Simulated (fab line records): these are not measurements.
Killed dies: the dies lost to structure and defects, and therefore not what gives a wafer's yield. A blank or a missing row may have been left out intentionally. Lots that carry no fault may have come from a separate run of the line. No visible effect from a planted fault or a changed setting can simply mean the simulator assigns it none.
Tool commonality check :: flow nand harc :: 2 lots, 6 wafers sampled

== REASON IT WAS OPENED ==
Flagged at NHARC_END_SORT_01: reading killed at array, on 2 of 2 lots. Fault-free wafers read 27, with a standard deviation of 11.
Rule: flag the lot when none of its wafers has a number, or when each of its wafers that has one lies beyond 4 standard deviations from that mean. All remaining lots are regarded as sound.

lot: L164
measured: day 23 12:03
on: prober-02
killed at array, wafer by wafer: 669 667 674
flag: FLAGGED

lot: L168
measured: day 23 21:19
on: prober-01
killed at array, wafer by wafer: 669 676 671
flag: FLAGGED
The numbers of the flagged lots are 671 on average: +644 against the usual, or +59 standard deviations.

== WHICH TOOL RAN EACH LOT ==
3 process steps preceding the reading are held in the record, out of 1159 steps in the route. Each cell gives the tool, then ch followed by the chambers the sampled wafers passed through, then the start.
lot: L164
flag: FLAGGED
NHARC_A_CONTACT_ETCH_51: rie diel-01 ch 0,1,2, day 20 09:27
NHARC_A_CONTACT_ETCH_111: har cap etch-03 ch 0,1, day 20 10:07
NHARC_A_CONTACT_ETCH_118: har cap etch-03 ch 0,1, day 20 10:52

lot: L168
flag: FLAGGED
NHARC_A_CONTACT_ETCH_51: rie diel-01 ch 1,2,3, day 20 19:18
NHARC_A_CONTACT_ETCH_111: har cap etch-02 ch 0,1, day 20 19:59
NHARC_A_CONTACT_ETCH_118: har cap etch-02 ch 0,1, day 20 20:43
What the steps here do:
- NHARC_A_CONTACT_ETCH_51: etches the open film in O2/COS, target depth 3600 nm, time 936 s.
- NHARC_A_CONTACT_ETCH_111: etches the open film in C4F8/O2/Ar, time 140 s, target depth 700 nm.
- NHARC_A_CONTACT_ETCH_118: etches the open film in C4F8/O2/Ar, time 94 s, target depth 922 nm.
- NHARC_END_SORT_01

== FLAGGED AGAINST TOTAL, ONE TOOL AT A TIME (gauges that did the reading follow at the end) ==
step: NHARC_A_CONTACT_ETCH_51
tool: rie diel-01
lots run: 2
flagged: 2
share of the flagged lots: all
sound lots run after its first flagged lot: 0

step: NHARC_A_CONTACT_ETCH_111
tool: har cap etch-02
lots run: 1
flagged: 1
share of the flagged lots: some
sound lots run after its first flagged lot: 0

step: NHARC_A_CONTACT_ETCH_111
tool: har cap etch-03
lots run: 1
flagged: 1
share of the flagged lots: some
sound lots run after its first flagged lot: 0

step: NHARC_A_CONTACT_ETCH_118
tool: har cap etch-02
lots run: 1
flagged: 1
share of the flagged lots: some
sound lots run after its first flagged lot: 0

step: NHARC_A_CONTACT_ETCH_118
tool: har cap etch-03
lots run: 1
flagged: 1
share of the flagged lots: some
sound lots run after its first flagged lot: 0

step: NHARC_END_SORT_01
tool: prober-01
lots run: 1
flagged: 1
share of the flagged lots: some
sound lots run after its first flagged lot: 0

step: NHARC_END_SORT_01
tool: prober-02
lots run: 1
flagged: 1
share of the flagged lots: some
sound lots run after its first flagged lot: 0

== WHAT THE TABLE PERMITS ==
Rows of the table that ran each flagged lot: 1, that is rie diel-01 at NHARC_A_CONTACT_ETCH_51.
- rie diel-01 at NHARC_A_CONTACT_ETCH_51 ran 2 lots, 2 of them flagged. No sound lot ran on it before its first flagged lot in this sample; the start therefore can't be narrowed down. Its own readings (run length s) fall more than 4 standard deviations out on all wafers of the flagged lots.
One tool is left: rie diel-01 at NHARC_A_CONTACT_ETCH_51.

== WHAT THE SIMULATOR HAD PUT IN ==
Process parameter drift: rie diel-01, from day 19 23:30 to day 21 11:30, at NHARC_A_CONTACT_ETCH_51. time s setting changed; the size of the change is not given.
Shown lots that were struck: L164, L168. The same result came from the rule above.
